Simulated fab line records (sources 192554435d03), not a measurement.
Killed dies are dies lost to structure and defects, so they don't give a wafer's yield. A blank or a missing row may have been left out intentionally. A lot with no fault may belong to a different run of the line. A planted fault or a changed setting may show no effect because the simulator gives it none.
Chamber matching	flow n5-finfet	4 sister chambers for N5_BEOL_M11_ALD_74 on ald-metal-02
The step deposits TaN, target thk 2 nm, pulse time 2 s, purge time 3 s. 8 wafers are shown with their chamber, then 12 later ones without.

WAFERS PAIRED WITH THEIR CHAMBERS
wafer	chamber	heater-power-w (W)	chamber-pressure-Torr (Torr)
L086.4	0	509	3.005
L086.5	3	386	3.009
L086.6	2	398	3.014
L089.4	3	382	2.999
L089.6	1	549	3.002
L087.1	2	416	3.021
L087.3	1	551	2.990
L087.5	0	495	3.009

WAFERS MISSING THEIR CHAMBER
wafer	heater-power-w (W)	chamber-pressure-Torr (Torr)
L092.1	540	3.006
L092.4	386	2.992
L092.5	569	3.004
L090.1	553	2.989
L090.4	511	2.995
L090.6	495	2.999
L094.2	389	2.997
L094.5	545	2.997
L094.6	404	2.996
L096.4	545	3.005
L096.5	529	2.999
L096.6	497	3.000

CHAMBER TAKEN BY EACH
wafer	from the rows above	in truth
L092.1	1	1
L092.4	3	3
L092.5	1	1
L090.1	1	1
L090.4	0	0
L090.6	0	0
L094.2	3	3
L094.5	1	1
L094.6	can't be placed: 3 or 2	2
L096.4	1	1
L096.5	can't be placed: 1 or 0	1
L096.6	0	0
10 of 12 placed correctly. Unplaceable from these rows: 2, with the true chamber sitting among the candidates in 2. Placed wrongly: 0.
How it was worked out, from the rows above alone: a wafer's distance from a chamber is the root of the sum, over the readings, of the square of ((its reading less the chamber's mean) divided by the reading's scatter). If the next closest chamber is less than 2 further off than the closest, the wafer can't be placed; otherwise it belongs to the closest. For every chamber, the mean is computed from those of its wafers that are shown. How the scatter is found: for the shown wafers, subtract from each reading the mean of its chamber, square and add these, divide the total by (wafers less chambers), then take the root.
